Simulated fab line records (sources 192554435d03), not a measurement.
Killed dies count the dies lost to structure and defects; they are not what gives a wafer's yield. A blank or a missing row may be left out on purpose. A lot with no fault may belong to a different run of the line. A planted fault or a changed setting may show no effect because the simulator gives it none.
A lot that was struck, set against a sound lot	flow n5Finfet	36 out of 1938 route steps
Sound: the wafers L947.1, L947.4, L947.5. The struck wafers were L930.2, L930.3, L930.5. Last of all comes the cause.
Per side, at each step with rows, come the tool, then ch with its chambers, and then its first start. Under that, the readings that differ: sound wafers	struck wafers	difference of the means	sigmas: that difference in standard deviations of wafers without a fault.
alike: readings whose means differ by less than 2 such deviations, and words and numbers that are the same on both sides. not compared: withheld readings, readings that some wafer has no value for, bounds like >300 that may hide the same value, and numbers for which the record gives no deviation and whose values overlap.
Wherever a step has rows on one side only, a row that says differs or no value, or a row with sigmas, the two part there. Non-overlapping numbers with no deviation appear without sigmas and do not part them. A reading missing from all wafers of one side parts the sides only when that side holds two or more wafers.

first, 9 steps without rows for these wafers: N5_BEOL_M4_ANNEAL_95 (time 240 s); N5_BEOL_M4_SPUTTER_96 (material Cu, target thk 4.5 nm, time 8.29 s); N5_BEOL_M4_ECD_50 (material Cu, target thk 300 nm); N5_BEOL_M4_ANNEAL_51 (time 90 s); N5_BEOL_M4_CMP_52 (polishes, stops on SiOC, t overpolish 6.8 s, target thk 40 nm); N5_BEOL_M4_PRE_CLEAN_60 (time 15 s); N5_BEOL_M4_CO_CAP_55 (material Co, precursor CCTBA/H2, target thk 2 nm, time 102.1 s); N5_BEOL_M4_PRE_CLEAN_56 (time 15 s); N5_BEOL_M4_DEP_57 (deposits SiCN from 3MS/NH3, target thk 8 nm, time 14 s).
N5_BEOL_M4_RC_MEAS_101:
  sound on prober-02 ch 0, day 13 13:40; struck on prober-02 ch 0, day 9 07:48
  alike: DIBL_N, DIBL_P, IOFF_N, IOFF_P, ION_N, ION_P, SS_N, SS_P, VT_N, VT_P
then, 24 steps without rows for these wafers: N5_BEOL_M5_ILD_DEP_00 (deposits SiCOH lowk from DEMS/porogen, target thk 140.64 nm, time 25.9 s); N5_BEOL_M5_CURE_79 (cures SiCOH lowk, time 240 s); N5_BEOL_M5_PECVD_70 (deposits SiO2 from TEOS/O2, target thk 16 nm, time 18 s); N5_BEOL_M5_HM_DEP_02 (deposits TiN, target thk 20 nm); N5_BEOL_M5_COAT_59 (time 60 s, resist thk 60 nm); N5_BEOL_M5_COAT_60 (time 60 s, resist thk 12 nm); N5_BEOL_M5_COAT_71 (time 60 s, resist thk 5 nm); N5_BEOL_M5_COAT_05 (resist thk 30 nm); N5_BEOL_M5_EBR_07; N5_BEOL_M5_SOFTBAKE_06 (time 60 s); N5_BEOL_M5_EXPOSE_08 (exposes mask M5, target cd 28 nm); N5_BEOL_M5_PEB_09 (peb time 60 s); N5_BEOL_M5_DEVELOP_10 (develop time 30 s); N5_BEOL_M5_DESCUM_16 (chemistry O2, time 7 s); N5_BEOL_M5_ETCH_72 (etches underlayer in N2/H2, target depth 6.5 nm, time 5.2 s); N5_BEOL_M5_ETCH_61 (etches SiARC in CF4, target depth 15.6 nm, time 26 s); N5_BEOL_M5_ETCH_62 (etches SOC in N2/H2, target depth 75 nm, overetch 15 nm, time 112.5 s); N5_BEOL_M5_STRIP_63 (strips in N2/H2); N5_BEOL_M5_STRIP_73 (strips in N2/H2); N5_BEOL_M5_STRIP_64 (strips in CF4); N5_BEOL_M5_HM_OPEN_17 (chemistry Cl2/BCl3, target TiN, target depth 20 nm, overetch 6 nm); N5_BEOL_M5_STRIP_19 (strips in O2); N5_BEOL_M5_COAT_65 (time 60 s, resist thk 60 nm); N5_BEOL_M5_COAT_66 (time 60 s, resist thk 12 nm).
-- here the record skips 2 days between the struck wafers' starts before and after, leaving off in module BEOL_M5 and picking up in module BEOL_M10 (first step shown: number 1533 of the route) --
N5_BEOL_M10_DEP_56: deposits SiCN from 3MS/NH3, target thk 15 nm, time 26.5 s.
  sound on pecvd-02 ch 0,2, day 15 18:28; struck on pecvd-02 ch 1,2, day 11 12:34
  no value came back on the struck wafers for chamberPressureTorr (Torr), rfFwdPowerW (W), showerheadPlenumPTorr (Torr), throttleValvePct (%); on the sound wafers chamberPressureTorr (Torr) reads 3.000 3.004 3.005
-- a jump in the record: the struck wafers' starts before and after are 2 days apart (it breaks off in module BEOL_M10 and resumes in module PASSIVATION, where the first step shown is number 1936 of the route) --
N5_PASSIVATION_PROBE_49:
  sound: prober-02 at day 17 19:25; struck: prober-01 at day 13 14:51
reading	sound	struck	difference	sigmas
defectLimitedYield (%)	91.5 90.0 91.5	0 0 0	-91	-70
killed_at_M4_up	11 23 17	1099 1072 1078	+1066	+99 or more
killedDies	100 118 100	1180 1180 1180	+1074	+72
killedOnRim	15 16 15	152 152 152	+137	+39
sort_bin_5_function (%)	5.1 5.9 4.7	97.2 96.0 96.4	+91.3	+99 or more
sortNPass	1080 1062 1080	0 0 0	-1074	-72
sortYieldPct (%)	91.5 90.0 91.5	0 0 0	-91	-70
  alike: killed_at_M0_to_M3, killedAtContacts, killedAtFrontEnd, killedAtOther, killedOpen, killedShort, sort_bin_6_memory

WHERE THEY PART
Earliest at N5_BEOL_M10_DEP_56; latest, in this record, at N5_PASSIVATION_PROBE_49.

WHY: the cause the simulator had injected
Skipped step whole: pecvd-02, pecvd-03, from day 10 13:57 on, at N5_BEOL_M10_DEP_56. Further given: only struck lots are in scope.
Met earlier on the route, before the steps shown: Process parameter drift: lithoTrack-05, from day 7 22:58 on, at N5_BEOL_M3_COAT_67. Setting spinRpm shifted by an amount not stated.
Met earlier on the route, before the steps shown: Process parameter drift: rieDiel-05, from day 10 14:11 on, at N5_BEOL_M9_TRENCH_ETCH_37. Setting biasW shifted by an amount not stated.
